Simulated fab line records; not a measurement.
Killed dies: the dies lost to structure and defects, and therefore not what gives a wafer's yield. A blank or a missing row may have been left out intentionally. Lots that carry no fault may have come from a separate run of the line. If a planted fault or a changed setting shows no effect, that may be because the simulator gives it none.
fab line records	flow nand-harc
record: lots: 13	wafers: 39	last-day: 33
route steps=1302 shown A_WL_FILL@959 A_CONTACT@986 END@1302
lots with no fault: from the same line, run without faults
start-h: start of the lot's first displayed wafer, in hours after the record's first day	wait-h: hours from the lot's prior step to this one	" the same as in the row above	L1.1+2: a single row standing in for several wafers	- either no value or no given start	* or withheld: withheld	< > ~ a bound
route shown NAME@n: names a module that has steps shown in the file, with the first one's number in the route	usual: average and standard deviation across the fault-free wafers	same: alike in all rows	chamber/n: place in a boat	sites: readings site by site	_std_site: the values' standard deviation	_edge_site: the outer-site mean with the inner-site mean subtracted	radius-mm: for every site, how far away it sits from the centre of the wafer	mask NAME#n: copy n	behind: tool/chamber where the wafer was last shaped	hold: what put the lot on hold/how long, in hours/how the hold closed	device: the transistor (n, p or np) that didn't switch	end of line: the tests these same wafers got at the end of their route	a step with no rows: only its recipe	killed: the dies lost at the first sort to structure and to defects; this is not the yield of the wafer	map: dies across one wafer; x = killed, . = not, _ = none there
set.NAME: the setting that was run; set.NAME@STEP: the one run at that earlier step	model.NAME: the simulator's own value behind a step, which no gauge read
a sample of lots followed through the steps of the route, with each step as a table and each wafer as a row
services: a tool's chamber out of use, with start hour (start-h, from the record's first day; less than 0 if before it), hours out, and reason
== steps ==
step: NHARC_A_WL_FILL_STRIP_27
recipe: power-w: 1500	temp-c: 250	time-s: 20	chemistry: N2/H2
usual: drypump-motor-current-A: 5.7/0.66	heater-power-w: 305/31
same: time-s: 20
lot.wafer	tool	chamber	start-h	wait-h	drypump-motor-current-A	heater-power-w	rf-hours-counter-h
L373.3	plasma-asher-02	0	474.03	0.1	6.2	302	-
L373.4	"	1	"	"	6.3	281	-
L373.5	"	1	"	"	6.3	279	-
L375.1	plasma-asher-02	1	487.71	0.1	6.3	271	11
L375.2	"	0	"	"	6.2	296	11
L375.5	"	1	"	"	6.3	275	-
L378.1	plasma-asher-02	0	528.22	0.3	6.2	310	21
L378.4	"	0	"	"	6.2	298	-
L378.3	"	1	"	"	6.4	269	-
L380.2	plasma-asher-01	1	535.21	0.2	4.7	360	1
L380.3	"	0	"	"	5.3	283	-
L380.6	"	0	"	"	5.3	285	-
L381.2	plasma-asher-02	1	549.23	0.4	6.4	279	25
L381.3	"	0	"	"	6.2	311	-
L381.5	"	1	"	"	6.4	278	-
L382.4	plasma-asher-01	0	549.31	0.1	5.3	284	-
L382.3	"	1	"	"	4.7	362	-
L382.6	"	0	"	"	5.3	286	-
L384.2	plasma-asher-02	0	567.22	0.2	6.2	297	28
L384.6	"	1	"	"	6.4	277	-
L384.5	"	0	"	"	6.2	307	-
L383.2	plasma-asher-01	0	567.36	0.3	5.3	276	6
L383.3	"	0	"	"	5.3	286	-
L383.5	"	1	"	"	4.7	358	-
L391.2	plasma-asher-01	0	651.93	0.1	5.3	284	25
L391.6	"	0	"	"	5.3	283	-
L391.5	"	1	"	"	4.7	350	-
L392.2	plasma-asher-02	1	655.79	0.1	6.3	294	9
L392.1	"	0	"	"	6.2	327	9
L392.5	"	0	"	"	6.2	341	-
L394.2	plasma-asher-02	0	675.07	0.1	6.2	330	12
L394.1	"	1	"	"	6.3	285	12
L394.4	"	0	"	"	6.2	334	-
L396.3	plasma-asher-01	0	686.94	0.1	5.3	283	-
L396.4	"	1	"	"	4.7	365	-
L396.5	"	1	"	"	4.7	365	-
L395.2	plasma-asher-02	0	687.22	0.4	6.3	331	14
L395.4	"	0	"	"	6.2	333	-
L395.6	"	1	"	"	6.3	288	-
step: NHARC_A_WL_FILL_ETCHBACK_26
recipe: target-depth-a: 520	time-s: 13.3	hbr-flow-sccm: 150	rf-w: 350	icp-w: 350	bias-w: 60	chemistry: HBr
usual: drypump-motor-current-A: 5.6/0.32	oes-product-au: 1.001/0.015	throttle-valve-pct: 23.266/0.0078
same: time-s: 13.3
lot.wafer	tool	chamber	start-h	wait-h	drypump-motor-current-A	oes-product-au	rf-hours-counter-h	throttle-valve-pct
L373.4	rie-si-02	3	491.99	0.4	5.7	1.018	0.1	23.266
L373.3	"	1	"	"	5.9	0.991	0.1	23.266
L373.5	"	3	"	"	5.7	1.021	-	23.268
L375.2	rie-si-04	1	505.35	0.4	5.2	0.992	0.9	23.257
L375.1	"	2	"	"	5.7	1.012	0.8	23.270
L375.5	"	3	"	"	5.2	0.994	-	23.258
L378.4	rie-si-03	3	543.96	0.4	6.3	0.991	1.0	23.263
L378.1	"	0	"	"	5.4	0.993	1.1	23.280
L378.3	"	1	"	"	5.6	0.963	1.1	23.272
L380.2	rie-si-04	3	550.98	0.4	5.2	1.007	0.1	23.266
L380.3	"	1	"	"	5.2	1.005	0.2	23.273
L380.6	"	3	"	"	5.2	1.001	-	23.276
L381.3	rie-si-04	1	565.64	0.4	5.2	0.996	0.2	23.262
L381.2	"	0	"	"	5.5	0.991	0.2	23.277
L381.5	"	2	"	"	5.7	1.013	-	23.270
L382.3	rie-si-03	0	565.67	0.4	5.3	1.002	1.2	23.282
L382.4	"	1	"	"	5.6	0.967	1.2	23.266
L382.6	"	3	"	"	6.3	0.991	-	23.262
L383.2	rie-si-04	0	582.40	0.4	5.5	0.985	0.3	23.278
L383.3	"	1	"	"	5.2	1.006	0.4	23.254
L383.5	"	3	"	"	5.2	0.995	-	23.273
L384.2	rie-si-02	2	582.43	0.4	5.9	0.999	0.8	23.270
L384.5	"	0	"	"	5.3	1.020	-	23.270
L384.6	"	1	"	"	5.9	0.987	-	23.272
L391.2	rie-si-04	1	669.36	0.4	5.2	1.008	0.9	23.263
L391.5	"	3	"	"	5.2	0.981	-	23.269
L391.6	"	0	"	"	5.5	0.984	-	23.271
L392.1	rie-si-02	3	672.41	0.4	5.7	1.012	0.2	23.253
L392.2	"	0	"	"	5.3	1.011	0.1	23.261
L392.5	"	3	"	"	5.7	1.008	-	23.266
L394.1	rie-si-04	2	691.51	0.4	5.7	1.027	1.0	23.261
L394.2	"	3	"	"	5.2	0.992	1.0	23.263
L394.4	"	0	"	"	5.6	0.994	0.8	23.274
L395.2	rie-si-03	3	703.49	0.4	6.3	0.969	0.9	23.263
L395.4	"	2	"	"	5.7	1.002	1.0	23.271
L395.6	"	0	"	"	5.4	1.012	-	23.260
L396.4	rie-si-04	2	706.47	0.4	5.7	1.010	0	23.274
L396.3	"	0	"	"	5.5	0.989	0	23.266
L396.5	"	2	"	"	5.7	1.021	-	23.266
step: NHARC_A_WL_FILL_ALD_19
recipe: target-thk-a: 20	pulse-time-s: 3	ald-cycles: 100	temp-c: 450	material: TiN
usual: ald-cycles: 100/0	heater-power-outer-w: 697/72	heater-power-w: 1068/90	precursor-pulse-height-rel: 1.000/0.019
lot.wafer	tool	chamber	start-h	wait-h	ald-cycles	heater-power-outer-w	heater-power-w	precursor-pulse-height-rel
L373.3	ald-metal-02	3	492.28	0.1	100	662	898	1.004
L373.5	"	1	"	"	100	794	1140	0.944
L373.4	"	0	"	"	100	655	1058	0.979
L375.2	ald-metal-01	2	505.61	0.1	100	799	1202	1.000
L375.1	"	3	"	"	100	742	1016	0.984
L375.5	"	1	"	"	100	743	1161	0.995
L378.3	ald-metal-02	0	544.21	0.1	100	651	1014	0.980
L378.1	"	1	"	"	100	789	1104	0.980
L378.4	"	2	"	"	100	631	1056	1.000
L380.3	ald-metal-01	3	551.24	0.1	100	722	1014	0.962
L380.2	"	2	"	"	100	760	1158	1.007
L380.6	"	3	"	"	100	735	1034	0.984
L382.3	ald-metal-01	3	565.93	0.1	-	-	-	-
L382.4	"	2	"	"	-	-	-	-
L382.6	"	3	"	"	-	-	-	-
L381.2	ald-metal-02	3	565.95	0.1	-	-	-	-
L381.3	"	0	"	"	-	-	-	-
L381.5	"	1	"	"	-	-	-	-
L384.2	ald-metal-01	2	582.70	0.1	-	-	-	-
L384.5	"	0	"	"	-	-	-	-
L384.6	"	2	"	"	-	-	-	-
L383.2	ald-metal-02	0	582.70	0.1	100	677	1018	1.015
L383.3	"	2	"	"	100	632	1033	0.993
L383.5	"	1	"	"	100	803	1145	1.025
L391.2	ald-metal-02	0	669.62	0.1	100	665	1040	1.016
L391.6	"	3	"	"	100	699	990	1.011
L391.5	"	0	"	"	100	652	1046	1.004
L392.2	ald-metal-01	3	672.68	0.1	100	731	1008	0.995
L392.1	"	2	"	"	100	750	1165	1.030
L392.5	"	3	"	"	100	741	1033	1.019
L394.2	ald-metal-01	3	691.79	0.1	100	732	1005	1.025
L394.1	"	0	"	"	100	733	1158	0.979
L394.4	"	3	"	"	100	731	1022	0.981
L395.4	ald-metal-02	0	703.75	0.1	100	663	1054	1.010
L395.2	"	2	"	"	100	643	1049	1.003
L395.6	"	0	"	"	100	661	1037	0.988
L396.4	ald-metal-02	0	706.74	0.1	100	674	1026	0.989
L396.3	"	1	"	"	100	777	1102	0.996
L396.5	"	1	"	"	100	778	1086	0.977
step: NHARC_A_CONTACT_DEP_29
recipe: target-thk-a: 1000	target-thk-nm: 100	temp-c: 400	pressure-torr: 3.5	flow-sccm: 200	rf-w: 350	material: SiON
usual: heater-power-w: 755/110
lot.wafer	tool	chamber	start-h	wait-h	heater-power-w
L373.3	pecvd-02	0	498.05	2.1	814
L373.4	"	0	"	"	813
L373.5	"	2	"	"	824
L375.1	pecvd-03	0	512.01	3.6	751
L375.2	"	1	"	"	812
L375.5	"	1	"	"	792
L378.3	pecvd-02	1	550.02	2.2	664
L378.1	"	2	"	"	766
L378.4	"	1	"	"	685
L380.3	pecvd-03	2	561.75	2.1	806
L380.2	"	0	"	"	769
L380.6	"	0	"	"	784
L383.2	pecvd-03	1	589.55	2.9	801
L383.3	"	0	"	"	701
L383.5	"	0	"	"	696
L391.2	pecvd-03	0	677.92	2.8	835
L391.5	"	0	"	"	847
L391.6	"	1	"	"	727
L392.1	pecvd-03	1	680.74	3.6	826
L392.2	"	2	"	"	832
L392.5	"	1	"	"	829
L394.2	pecvd-03	1	698.10	2.8	780
L394.1	"	2	"	"	898
L394.4	"	1	"	"	786
L395.2	pecvd-02	1	709.69	2.9	608
L395.4	"	1	"	"	608
L395.6	"	2	"	"	837
L396.3	pecvd-04	1	715.82	2.2	660
L396.4	"	1	"	"	681
L396.5	"	0	"	"	692
step: NHARC_END_SORT_01
recipe: temp-c: 25
usual: killed-at-array: 58/22	killed-at-other: 1.0/1.3	killed-at-periphery: 5/3.4	killed-dies: 64/22	killed-open: 3.6/1.8	killed-short: 2.4/1.7
same: gross-dies: 677
lot.wafer	tool	chamber	start-h	wait-h	hold	killed-at-array	killed-at-other	killed-at-periphery	killed-dies	killed-open	killed-short
L373.3	prober-01	0	571.12	3.1	-	72	0	2	74	6	3
L373.4	prober-01	0	571.91	3.4	-	67	0	1	68	2	1
L373.5	prober-01	0	572.70	3.7	-	59	0	2	61	2	3
L375.1	prober-01	0	581.48	2.5	-	55	0	3	58	4	2
L375.2	prober-01	0	582.27	2.8	-	50	1	0	51	1	1
L375.5	prober-01	0	584.67	3.7	-	55	1	1	57	4	4
L378.1	prober-01	0	630.86	2.5	-	34	4	4	42	8	1
L378.3	prober-01	0	632.47	3.1	-	27	2	8	37	6	2
L378.4	prober-01	0	633.27	3.4	-	34	0	3	37	4	3
L380.2	prober-02	0	635.91	2.8	-	77	0	4	81	4	2
L380.3	prober-02	0	636.72	3.1	-	77	1	2	80	2	1
L380.6	prober-02	0	639.14	4.0	-	80	1	2	83	4	6
L381.2	prober-01	0	647.77	2.8	await-dispo/3.4h/scrap	674	0	3	677	5	1
L381.3	prober-01	0	648.58	3.1	await-dispo/3.4h/scrap	673	2	2	677	5	4
L381.5	prober-01	0	650.19	3.7	await-dispo/3.4h/scrap	674	0	3	677	2	0
L382.3	prober-02	0	648.57	3.1	await-dispo/5.8h/scrap	670	4	3	677	2	0
L382.4	prober-02	0	649.36	3.4	await-dispo/5.8h/scrap	670	2	5	677	1	2
L382.6	prober-02	0	650.95	4.0	await-dispo/5.8h/scrap	673	2	2	677	2	0
L383.2	prober-02	0	658.36	2.8	-	51	1	5	57	4	3
L383.3	prober-02	0	659.16	3.1	-	41	0	5	46	3	0
L383.5	prober-02	0	660.76	3.7	-	39	0	0	39	2	1
L384.2	prober-01	0	667.69	2.8	await-dispo/2.1h/scrap	671	1	5	677	5	2
L384.5	prober-01	0	670.11	3.7	await-dispo/2.1h/scrap	670	0	7	677	4	2
L384.6	prober-01	0	670.91	4.0	await-dispo/2.1h/scrap	673	0	4	677	4	0
L392.1	prober-02	0	750.07	2.5	-	87	0	3	90	5	1
L392.2	prober-02	0	750.87	2.8	-	71	1	8	80	4	0
L392.5	prober-02	0	753.28	3.7	-	67	1	9	77	4	4
L391.2	prober-01	0	750.87	2.8	-	60	4	4	68	4	3
L391.5	prober-01	0	753.28	3.7	-	57	0	8	65	4	2
L391.6	prober-01	0	754.09	4.0	-	47	3	1	51	1	2
L394.1	prober-02	0	771.86	2.5	-	26	1	3	30	4	6
L394.2	prober-02	0	772.66	2.8	-	27	0	3	30	2	4
L394.4	prober-02	0	774.25	3.4	-	28	1	3	32	4	3
L395.2	prober-01	0	779.88	2.8	-	84	2	16	102	7	3
L395.4	prober-01	0	781.50	3.4	-	73	2	14	89	5	4
L395.6	prober-01	0	783.12	4.0	-	60	0	14	74	5	2
L396.3	prober-02	0	789.22	3.1	-	55	0	3	58	2	3
L396.4	prober-02	0	790.02	3.4	-	44	0	3	47	3	0
L396.5	prober-02	0	790.82	3.7	-	55	1	3	59	4	2
killed by level:class
L373.3 A_CHANNEL_HOLE_D2:chamber-film-flake=38 A_SLIT:chamber-film-flake=17 A_STAIRCASE:chamber-film-flake=3 A_WL_FILL:geometric-particle:open=2 A_CHANNEL_HOLE_D1:chamber-film-flake=2 A_WL_FILL:chamber-film-flake=2 A_SOURCE_PLATE:geometric-particle:short=1 A_CHANNEL_HOLE_D1:geometric-particle:open=1
L373.4 A_CHANNEL_HOLE_D2:chamber-film-flake=41 A_SLIT:chamber-film-flake=17 A_STAIRCASE:chamber-film-flake=3 A_CONTACT:chamber-film-flake=2 A_ONON_D1:geometric-particle:short=1 A_WL_FILL:geometric-particle:open=1 A_CONTACT:geometric-particle:open=1 P_BONDPAD:chamber-film-flake=1
L373.5 A_CHANNEL_HOLE_D2:chamber-film-flake=30 A_SLIT:chamber-film-flake=19 A_STAIRCASE:chamber-film-flake=3 A_ONON_D2:geometric-particle:short=2 P_BONDPAD:chamber-film-flake=2 A_ONON_D1:geometric-particle:short=1 A_CHANNEL_FILL_D2:geometric-particle:open=1 A_SGD_CUT:geometric-particle:open=1
L375.1 A_CHANNEL_HOLE_D1:chamber-film-flake=28 A_CHANNEL_HOLE_D2:chamber-film-flake=9 A_SGD_CUT:chamber-film-flake=4 A_STAIRCASE:chamber-film-flake=3 A_CONTACT:unspecified=3 A_ZERO_WELL:chamber-film-flake=2 P_ZERO_WELL:geometric-particle:short=1 P_GATE:geometric-particle:open=1
L375.2 A_CHANNEL_HOLE_D1:chamber-film-flake=31 A_CHANNEL_HOLE_D2:chamber-film-flake=5 A_CONTACT:chamber-film-flake=5 A_SGD_CUT:chamber-film-flake=3 A_WL_FILL:chamber-film-flake=2 A_DECK1_JOINT:geometric-particle:open=1 A_WL_FILL:geometric-particle:short=1 A_DECK1_JOINT:chamber-film-flake=1
L375.5 A_CHANNEL_HOLE_D1:chamber-film-flake=31 A_CHANNEL_HOLE_D2:chamber-film-flake=6 A_SGD_CUT:chamber-film-flake=4 A_STAIRCASE:chamber-film-flake=3 A_CONTACT:chamber-film-flake=3 A_M0:geometric-particle:short=2 P_CONTACT:geometric-particle:open=1 A_CHANNEL_FILL_D1:geometric-particle:short=1
L378.1 A_CHANNEL_HOLE_D2:chamber-film-flake=11 A_CONTACT:chamber-film-flake=6 THIN_TSV:chamber-film-flake=4 A_STAIRCASE:chamber-film-flake=4 A_DECK1_JOINT:geometric-particle:open=2 A_CHANNEL_HOLE_D1:chamber-film-flake=2 A_DECK1_JOINT:chamber-film-flake=2 P_STI:geometric-particle:open=1
L378.3 A_CHANNEL_HOLE_D2:chamber-film-flake=13 A_CHANNEL_HOLE_D1:chamber-film-flake=4 A_CONTACT:chamber-film-flake=4 P_STI:chamber-film-flake=3 P_GATE:geometric-particle:open=2 P_ZERO_WELL:chamber-film-flake=2 A_STAIRCASE:chamber-film-flake=2 P_M0:geometric-particle:open=1
L378.4 A_CHANNEL_HOLE_D2:chamber-film-flake=16 A_STAIRCASE:chamber-film-flake=5 A_CONTACT:chamber-film-flake=5 A_CHANNEL_HOLE_D1:chamber-film-flake=2 A_CHANNEL_FILL_D2:geometric-particle:open=1 P_GATE:geometric-particle:short=1 P_CONTACT:geometric-particle:open=1 P_M0:geometric-particle:open=1
L380.2 A_CHANNEL_HOLE_D2:chamber-film-flake=35 A_CHANNEL_HOLE_D1:chamber-film-flake=34 A_CONTACT:chamber-film-flake=5 P_M0:geometric-particle:open=2 P_CONTACT:geometric-particle:open=1 A_ONON_D1:geometric-particle:short=1 A_CHANNEL_FILL_D1:geometric-particle:open=1 A_DECK1_JOINT:geometric-particle:short=1
L380.3 A_CHANNEL_HOLE_D1:chamber-film-flake=37 A_CHANNEL_HOLE_D2:chamber-film-flake=26 A_CHANNEL_FILL_D1:chamber-film-flake=4 A_DECK1_JOINT:chamber-film-flake=4 A_SLIT:chamber-film-flake=2 P_M0:geometric-particle:open=1 A_SGD_CUT:geometric-particle:short=1 A_WL_FILL:geometric-particle:open=1
L380.6 A_CHANNEL_HOLE_D1:chamber-film-flake=37 A_CHANNEL_HOLE_D2:chamber-film-flake=30 A_CONTACT:chamber-film-flake=3 A_CHANNEL_FILL_D2:geometric-particle:short=2 A_CHANNEL_FILL_D1:chamber-film-flake=2 P_M0:geometric-particle:open=1 P_M0:geometric-particle:short=1 A_ONON_D1:geometric-particle:short=1
L381.2 A_WL_FILL:area-ald=612 A_SLIT:chamber-film-flake=35 A_CHANNEL_HOLE_D2:chamber-film-flake=14 A_CHANNEL_HOLE_D1:chamber-film-flake=4 A_CONTACT:chamber-film-flake=3 A_WL_FILL:geometric-particle:open=2 P_STI:geometric-particle:open=1 P_M2:geometric-particle:open=1
L382.3 A_WL_FILL:area-ald=618 A_CHANNEL_HOLE_D1:chamber-film-flake=36 A_CHANNEL_HOLE_D2:chamber-film-flake=9 A_CONTACT:chamber-film-flake=4 HYBRID_BOND:chamber-film-flake=3 P_GATE:chamber-film-flake=2 P_CONTACT:geometric-particle:open=1 A_CONTACT:geometric-particle:open=1
L381.3 A_WL_FILL:area-ald=623 A_SLIT:chamber-film-flake=23 A_CHANNEL_HOLE_D2:chamber-film-flake=12 A_CONTACT:chamber-film-flake=4 A_CHANNEL_FILL_D1:geometric-particle:open=2 A_WL_FILL:geometric-particle:short=2 A_CONTACT:geometric-particle:open=2 A_CHANNEL_HOLE_D1:chamber-film-flake=2
L382.4 A_WL_FILL:area-ald=621 A_CHANNEL_HOLE_D1:chamber-film-flake=30 A_CHANNEL_HOLE_D2:chamber-film-flake=10 P_GATE:chamber-film-flake=4 A_STAIRCASE:chamber-film-flake=3 A_CONTACT:chamber-film-flake=2 THIN_TSV:chamber-film-flake=2 A_SOURCE_PLATE:geometric-particle:short=1
L381.5 A_WL_FILL:area-ald=629 A_SLIT:chamber-film-flake=26 A_CHANNEL_HOLE_D2:chamber-film-flake=6 A_CHANNEL_HOLE_D1:chamber-film-flake=5 A_CONTACT:chamber-film-flake=4 A_WL_FILL:chamber-film-flake=2 P_CONTACT:geometric-particle:open=1 A_M1:geometric-particle:open=1
L382.6 A_WL_FILL:area-ald=613 A_CHANNEL_HOLE_D1:chamber-film-flake=38 A_CHANNEL_HOLE_D2:chamber-film-flake=14 A_CONTACT:chamber-film-flake=4 THIN_TSV:chamber-film-flake=2 P_GATE:geometric-particle:open=1 A_CHANNEL_FILL_D1:geometric-particle:open=1 P_GATE:chamber-film-flake=1
L383.2 A_SLIT:chamber-film-flake=33 A_CHANNEL_HOLE_D1:chamber-film-flake=4 A_CONTACT:chamber-film-flake=4 A_CHANNEL_HOLE_D2:chamber-film-flake=3 P_STI:chamber-film-flake=2 P_CONTACT:geometric-particle:open=1 P_BONDPAD:geometric-particle:open=1 A_ONON_D1:geometric-particle:short=1
L383.3 A_SLIT:chamber-film-flake=35 P_CONTACT:geometric-particle:open=2 A_CHANNEL_HOLE_D1:chamber-film-flake=2 A_CONTACT:chamber-film-flake=2 P_M0:geometric-particle:open=1 P_GATE:chamber-film-flake=1 P_M0:chamber-film-flake=1 A_CHANNEL_HOLE_D2:chamber-film-flake=1
L383.5 A_SLIT:chamber-film-flake=27 A_CHANNEL_HOLE_D1:chamber-film-flake=5 A_CONTACT:chamber-film-flake=2 A_SOURCE_PLATE:geometric-particle:open=1 A_SGD_CUT:geometric-particle:short=1 A_M0:geometric-particle:open=1 A_CHANNEL_HOLE_D2:chamber-film-flake=1 A_WL_FILL:chamber-film-flake=1
L384.2 A_WL_FILL:area-ald=639 A_CHANNEL_HOLE_D2:chamber-film-flake=19 A_CHANNEL_HOLE_D1:chamber-film-flake=3 P_CONTACT:geometric-particle:open=2 A_DECK1_JOINT:chamber-film-flake=2 P_M1:geometric-particle:open=1 A_ONON_D1:geometric-particle:open=1 A_DECK1_JOINT:geometric-particle:short=1
L384.5 A_WL_FILL:area-ald=636 A_CHANNEL_HOLE_D2:chamber-film-flake=16 P_GATE:chamber-film-flake=4 A_CHANNEL_HOLE_D1:chamber-film-flake=4 A_CONTACT:chamber-film-flake=4 P_CONTACT:geometric-particle:open=2 A_STAIRCASE:chamber-film-flake=2 A_WL_FILL:chamber-film-flake=2
L384.6 A_WL_FILL:area-ald=630 A_CHANNEL_HOLE_D2:chamber-film-flake=15 A_CHANNEL_HOLE_D1:chamber-film-flake=11 A_CONTACT:chamber-film-flake=7 P_GATE:chamber-film-flake=3 A_SGD_CUT:chamber-film-flake=3 A_BLC:chamber-film-flake=2 P_M0:geometric-particle:open=1
L392.1 A_CHANNEL_HOLE_D2:chamber-film-flake=28 A_SLIT:chamber-film-flake=25 A_CHANNEL_HOLE_D1:chamber-film-flake=11 A_CONTACT:chamber-film-flake=6 A_STAIRCASE:chamber-film-flake=5 A_M1:geometric-particle:open=3 A_WL_FILL:chamber-film-flake=2 A_ONON_D1:geometric-particle:short=1
L391.2 A_SLIT:chamber-film-flake=33 A_CHANNEL_HOLE_D1:chamber-film-flake=14 THIN_TSV:chamber-film-flake=3 A_WL_FILL:geometric-particle:open=2 P_CONTACT:chamber-film-flake=2 A_CHANNEL_FILL_D1:chamber-film-flake=2 A_CONTACT:chamber-film-flake=2 P_GATE:geometric-particle:open=1
L392.2 A_SLIT:chamber-film-flake=28 A_CHANNEL_HOLE_D2:chamber-film-flake=18 A_CHANNEL_HOLE_D1:chamber-film-flake=8 P_M2:chamber-film-flake=5 A_CONTACT:chamber-film-flake=5 A_WL_FILL:chamber-film-flake=4 A_STAIRCASE:chamber-film-flake=2 P_CONTACT:geometric-particle:open=1
L392.5 A_CHANNEL_HOLE_D2:chamber-film-flake=22 A_SLIT:chamber-film-flake=19 A_STAIRCASE:chamber-film-flake=6 A_CHANNEL_HOLE_D1:chamber-film-flake=5 P_M2:chamber-film-flake=4 P_CONTACT:chamber-film-flake=3 A_CONTACT:chamber-film-flake=3 A_DECK1_JOINT:geometric-particle:open=2
L391.5 A_SLIT:chamber-film-flake=33 A_CHANNEL_HOLE_D1:chamber-film-flake=10 A_STAIRCASE:chamber-film-flake=3 A_CONTACT:chamber-film-flake=3 P_CONTACT:geometric-particle:open=2 P_ZERO_WELL:chamber-film-flake=2 P_CONTACT:chamber-film-flake=2 A_CHANNEL_FILL_D1:chamber-film-flake=2
L391.6 A_SLIT:chamber-film-flake=22 A_CHANNEL_HOLE_D1:chamber-film-flake=8 A_CONTACT:chamber-film-flake=5 A_STAIRCASE:chamber-film-flake=4 THIN_TSV:chamber-film-flake=3 A_DECK1_JOINT:chamber-film-flake=2 A_CHANNEL_HOLE_D1:geometric-particle:short=1 A_SGD_CUT:geometric-particle:short=1
L394.1 A_SLIT:chamber-film-flake=6 A_STAIRCASE:chamber-film-flake=4 A_CHANNEL_HOLE_D1:chamber-film-flake=3 A_CHANNEL_FILL_D1:geometric-particle:open=2 A_ONON_D2:geometric-particle:short=2 P_GATE:chamber-film-flake=2 A_CONTACT:chamber-film-flake=2 P_GATE:geometric-particle:short=1
L394.2 A_SLIT:chamber-film-flake=11 A_ONON_D2:geometric-particle:short=2 A_CHANNEL_HOLE_D1:unspecified=2 A_CHANNEL_HOLE_D1:chamber-film-flake=2 A_STAIRCASE:chamber-film-flake=2 A_M1:chamber-film-flake=2 P_CONTACT:geometric-particle:short=1 A_ONON_D1:geometric-particle:short=1
L394.4 A_SLIT:chamber-film-flake=12 A_CONTACT:chamber-film-flake=3 A_CHANNEL_FILL_D2:geometric-particle:open=2 A_CHANNEL_HOLE_D1:unspecified=2 A_STAIRCASE:chamber-film-flake=2 P_GATE:geometric-particle:short=1 P_M1:geometric-particle:open=1 A_CHANNEL_FILL_D1:geometric-particle:short=1
L395.2 A_SLIT:chamber-film-flake=36 A_CHANNEL_HOLE_D2:chamber-film-flake=34 P_STI:chamber-film-flake=8 P_CONTACT:chamber-film-flake=4 A_CHANNEL_HOLE_D2:geometric-particle:open=2 A_ZERO_WELL:chamber-film-flake=2 A_STAIRCASE:chamber-film-flake=2 A_CONTACT:chamber-film-flake=2
L395.4 A_SLIT:chamber-film-flake=34 A_CHANNEL_HOLE_D2:chamber-film-flake=29 P_STI:chamber-film-flake=4 P_GATE:chamber-film-flake=4 P_CONTACT:chamber-film-flake=3 A_ONON_D1:geometric-particle:open=2 A_CHANNEL_FILL_D1:chamber-film-flake=2 P_STI:geometric-particle:open=1
L395.6 A_SLIT:chamber-film-flake=30 A_CHANNEL_HOLE_D2:chamber-film-flake=17 P_CONTACT:chamber-film-flake=6 P_STI:chamber-film-flake=4 P_GATE:chamber-film-flake=3 A_STAIRCASE:chamber-film-flake=3 A_ONON_D1:geometric-particle:short=2 A_WL_FILL:geometric-particle:open=2
L396.3 A_CHANNEL_HOLE_D1:chamber-film-flake=21 A_SLIT:chamber-film-flake=13 A_CONTACT:chamber-film-flake=12 A_ZERO_WELL:chamber-film-flake=2 A_CHANNEL_HOLE_D2:chamber-film-flake=2 A_WL_FILL:chamber-film-flake=2 P_GATE:geometric-particle:open=1 P_CONTACT:geometric-particle:short=1
L396.4 A_CHANNEL_HOLE_D1:chamber-film-flake=21 A_SLIT:chamber-film-flake=7 A_CONTACT:chamber-film-flake=7 P_CONTACT:geometric-particle:open=3 A_ZERO_WELL:chamber-film-flake=3 A_WL_FILL:chamber-film-flake=3 A_CHANNEL_FILL_D1:chamber-film-flake=1 A_CHANNEL_HOLE_D2:chamber-film-flake=1
L396.5 A_CHANNEL_HOLE_D1:chamber-film-flake=21 A_SLIT:chamber-film-flake=15 A_CONTACT:chamber-film-flake=8 A_STAIRCASE:chamber-film-flake=5 A_WL_FILL:chamber-film-flake=2 P_CONTACT:geometric-particle:short=1 P_CONTACT:geometric-particle:open=1 P_M1:geometric-particle:open=1
== services ==
tool	chamber	start-h	hours	kind
rie-si-02	-	454.00	9.0	pm
ald-metal-02	2	463.31	34.5	repair
pecvd-03	2	463.40	7.1	repair
pecvd-03	2	496.17	17.6	repair
rie-si-04	-	519.00	9.0	pm
plasma-asher-01	-	521.60	9.0	pm
ald-metal-01	-	526.00	10.0	pm
rie-si-02	3	531.72	6.6	repair
pecvd-03	-	547.46	13.0	pm
ald-metal-01	1	559.97	26.3	repair
rie-si-02	1	562.36	8.9	repair
pecvd-02	-	568.46	7.1	repair
rie-si-04	2	580.49	3.8	repair
plasma-asher-01	-	580.76	1.7	repair
plasma-asher-02	-	603.89	9.0	pm
ald-metal-02	-	610.00	10.0	pm
rie-si-04	1	621.11	15.2	repair
rie-si-04	0	632.73	13.6	repair
ald-metal-01	1	679.12	47.4	repair
rie-si-04	-	683.39	0.2	repair
rie-si-04	-	696.00	9.0	pm
plasma-asher-01	-	698.60	9.0	pm
ald-metal-01	-	704.00	10.0	pm
plasma-asher-02	-	712.12	0.7	repair
== key ==
first-sign: step: NHARC_A_WL_FILL_ALD_19	reading: tool-record	direction: missing
effect: step: NHARC_END_SORT_01	reading: killed-at-array	direction: up	sigmas: 28	usual: 58	struck: 672
more-kills-born-at: NHARC_A_WL_FILL_ALD_19@ald-metal-01: 3757	NHARC_A_WL_FILL_ALD_19@ald-metal-02: 1864
met-at NHARC_A_WL_FILL_ALD_19
struck-lots L381,L382,L384
later-rows-left-out L381.2,L381.3,L381.5,L382.3,L382.4,L382.6,L384.2,L384.5,L384.6
tester-left-out L381,L382,L384
not-acting-at NHARC_A_WL_FILL_STRIP_27,NHARC_A_WL_FILL_ETCHBACK_26,NHARC_A_CONTACT_DEP_29
onset-between 551.24 565.93
fault: kind: skipped-step-whole	tool: ald-metal-01,ald-metal-02	chamber: -	onset-h: 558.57	steps: NHARC_A_WL_FILL_ALD_19	scope: struck-lots-only
tester-left-out: of these lots the tester's yield and bins aren't shown, on N5 and GAA mostly nor the transistor test; their killed dies are dies lost to structure and defects alone, not to doping, threshold or leakage, so they don't give the yield
later-rows-left-out: the simulator's readings of these wafers behind a module that went badly wrong aren't trusted and aren't shown, but for the sort
